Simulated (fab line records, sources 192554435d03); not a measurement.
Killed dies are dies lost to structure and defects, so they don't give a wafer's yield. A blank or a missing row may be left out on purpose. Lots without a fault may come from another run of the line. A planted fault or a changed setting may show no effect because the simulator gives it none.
Which tool did it? | flow n5_finfet | 23 lots, 69 wafers sampled, at 2 steps of a route of 1938

WHAT THE GAUGES READ, wafer by wafer
N5_BEOL_M13_CD_MEAS_17: target cd 190 nm.
lot  | measured     | on        | cd_nm (nm)
L076 | day 11 03:19 | cd_sem-01 | 189.6 189.4 188.7
L075 | day 11 09:06 | cd_sem-01 | 189.5 187.7 188.2
L074 | day 11 09:44 | cd_sem-02 | 189.9 187.8 192.3
L077 | day 11 13:53 | cd_sem-01 | 191.1 191.0 193.0
L078 | day 12 07:17 | cd_sem-01 | 186.7 186.3 187.1
L080 | day 12 07:32 | cd_sem-02 | 192.1 190.4 190.0
L079 | day 12 09:53 | cd_sem-03 | 192.8 192.7 189.9
L081 | day 12 21:17 | cd_sem-02 | 188.8 188.1 189.3
L083 | day 13 13:21 | cd_sem-03 | 193.0 191.4 187.7
L084 | day 13 13:28 | cd_sem-01 | 189.1 192.7 192.2
L082 | day 13 14:06 | cd_sem-02 | 190.7 192.3 188.8
L085 | day 14 01:55 | cd_sem-02 | 189.9 189.8 187.9
L086 | day 14 21:43 | cd_sem-01 | 188.6 189.6 186.7
L087 | day 14 22:07 | cd_sem-01 | 189.9 189.3 190.2
L089 | day 15 15:31 | cd_sem-03 | 188.3 189.8 188.9
L088 | day 15 15:58 | cd_sem-01 | 192.1 189.7 191.5
L093 | day 16 00:17 | cd_sem-01 | 190.6 188.0 190.2
L091 | day 16 06:12 | cd_sem-01 | 186.7 191.3 187.4
L092 | day 16 08:31 | cd_sem-03 | 190.2 188.8 191.0
L094 | day 16 14:36 | cd_sem-02 | 190.9 188.0 190.5
L095 | day 16 15:54 | cd_sem-01 | 187.9 192.4 187.0
L097 | day 17 11:11 | cd_sem-02 | 189.6 186.9 189.6
L096 | day 17 12:25 | cd_sem-01 | 187.1 189.7 188.3

WHICH TOOL RAN EACH LOT (tool, then ch and the chambers of the sampled wafers, then the start)
lot  | N5_BEOL_M12_SPUTTER_44
L076 | pvd_sputter-03, day 11 00:52
L075 | pvd_sputter-02, day 11 06:44
L074 | pvd_sputter-03, day 11 07:19
L077 | pvd_sputter-03, day 11 11:34
L078 | pvd_sputter-03, day 12 00:43
L080 | pvd_sputter-03, day 12 01:02
L079 | pvd_sputter-02, day 12 03:28
L081 | pvd_sputter-03, day 12 15:41
L083 | pvd_sputter-03, day 13 10:38
L084 | pvd_sputter-01, day 13 10:50
L082 | pvd_sputter-03, day 13 10:59
L085 | pvd_sputter-01, day 13 20:21
L086 | pvd_sputter-02, day 14 19:32
L087 | pvd_sputter-01, day 14 19:45
L089 | pvd_sputter-02, day 15 13:11
L088 | pvd_sputter-02, day 15 13:33
L093 | pvd_sputter-02, day 15 21:56
L091 | pvd_sputter-03, day 16 03:31
L092 | pvd_sputter-01, day 16 06:15
L094 | pvd_sputter-03, day 16 12:23
L095 | pvd_sputter-02, day 16 13:31
L097 | pvd_sputter-03, day 17 08:38
L096 | pvd_sputter-03, day 17 09:55
- N5_BEOL_M12_SPUTTER_44: material Ta, target thk 10 nm, time 16.13 s.

WHAT THE TOOLS THEMSELVES READ (means of the sampled wafers that have a number; where no wafer has one, the mark that the record gives instead)
N5_BEOL_M12_SPUTTER_44.
lot  | tool           | chamber_pressure_pa (Pa) | substrate_temp_c (C) | throttle_valve_pct (%)
L076 | pvd_sputter-03 | 0.07009                  | 50.05                | 30.8
L075 | pvd_sputter-02 | 0.06995                  | 50.05                | 29.8
L074 | pvd_sputter-03 | 0.06988                  | 50.04                | 30.7
L077 | pvd_sputter-03 | 0.07005                  | 50.05                | 30.3
L078 | pvd_sputter-03 | 0.07009                  | 50.08                | 30.6
L080 | pvd_sputter-03 | 0.06993                  | 49.97                | 30.3
L079 | pvd_sputter-02 | 0.07013                  | 50.00                | 30.0
L081 | pvd_sputter-03 | 0.07001                  | 49.97                | 31.0
L083 | pvd_sputter-03 | 0.07005                  | 50.05                | 30.4
L084 | pvd_sputter-01 | 0.07007                  | 49.90                | 28.7
L082 | pvd_sputter-03 | 0.06998                  | 50.02                | 30.5
L085 | pvd_sputter-01 | 0.07010                  | 49.93                | 29.9
L086 | pvd_sputter-02 | 0.07016                  | 49.87                | 29.9
L087 | pvd_sputter-01 | 0.06990                  | 49.99                | 29.7
L089 | pvd_sputter-02 | 0.06987                  | 50.00                | 30.0
L088 | pvd_sputter-02 | 0.07005                  | 49.99                | 30.1
L093 | pvd_sputter-02 | 0.07001                  | 50.05                | 29.9
L091 | pvd_sputter-03 | 0.07005                  | 49.86                | 29.8
L092 | pvd_sputter-01 | 0.07001                  | 49.89                | 29.7
L094 | pvd_sputter-03 | 0.07001                  | 50.12                | 30.6
L095 | pvd_sputter-02 | 0.06992                  | 50.04                | 30.0
L097 | pvd_sputter-03 | 0.06999                  | 50.01                | 30.3
L096 | pvd_sputter-03 | 0.07001                  | 49.94                | 29.9

THE ANSWER, worked out from the rows above alone
Rule: what is usual is taken from the lots themselves. Put in order of their means at a reading, lots are off if they are a third of the lots or fewer, leave a main group of 4 or more, and stand apart from it by a gap of 3 or more times the standard deviation of the main group's means; of several such gaps the widest counts. A main group whose means are all the same, to the digits that the tables above print for the reading, isn't used. A lot without any number at a reading at which 4 lots or more have one is off too. The other lots that the step has rows for count as sound. The gauges are gone through in route order, then the tools' own readings, and for those a lot's mean is taken as printed above. The first step at which some lot is off is used, and at that step the reading that is off furthest; a lot without a number counts as furthest.
No lot is off at any reading shown: from this, nothing can be told.

WHAT THE SIMULATOR HAD PUT IN
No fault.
